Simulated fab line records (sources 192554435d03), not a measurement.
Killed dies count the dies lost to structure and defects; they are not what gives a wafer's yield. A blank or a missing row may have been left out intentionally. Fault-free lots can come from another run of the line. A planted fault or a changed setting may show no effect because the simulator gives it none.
Matching of chambers    flow n5_finfet    N5_BEOL_M5_ETCH_68 on rie_diel-04 has 4 sister chambers
The step etches SOC in N2/H2, target depth 80 nm, overetch 16 nm, time 120 s. 4 wafers are shown with their chamber, then 12 later ones without.

== WAFERS PAIRED WITH THEIR CHAMBERS ==
wafer   chamber  showerhead_plenum_p_Torr (Torr)
L086.4  1        2.63
L090.1  0        2.38
L090.5  2        2.53
L090.6  3        2.62

== WAFERS WHOSE CHAMBER IS MISSING ==
wafer   showerhead_plenum_p_Torr (Torr)
L091.1  2.62
L091.3  2.52
L091.6  2.52
L093.3  2.52
L093.5  2.38
L093.6  2.63
L096.4  2.62
L096.5  2.52
L096.6  2.61
L097.1  2.61
L097.2  2.62
L097.6  2.52

== WHICH CHAMBER EACH ONE RAN IN ==
wafer   from the rows above      in truth
L091.1  can't be placed: 3 or 1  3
L091.3  2                        2
L091.6  2                        2
L093.3  2                        2
L093.5  0                        0
L093.6  can't be placed: 1 or 3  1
L096.4  can't be placed: 3 or 1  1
L096.5  2                        2
L096.6  can't be placed: 3 or 1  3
L097.1  can't be placed: 3 or 1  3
L097.2  can't be placed: 3 or 1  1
L097.6  2                        2
Correctly placed: 6 of 12. These rows do not allow placing 6 (true chamber among the candidates in 6). 0 placed wrongly.
How it was worked out, from the rows above alone: a wafer's distance from a chamber is the root of the sum, over the readings, of the square of ((its reading less the chamber's mean) divided by the reading's scatter). If the next closest chamber is less than 2 further off than the closest, the wafer can't be placed; otherwise it belongs to the closest. A chamber's mean is the mean of its shown wafers. The scatter: root of mean squared gap, hidden wafer to nearest shown wafer, with one shown wafer a chamber.
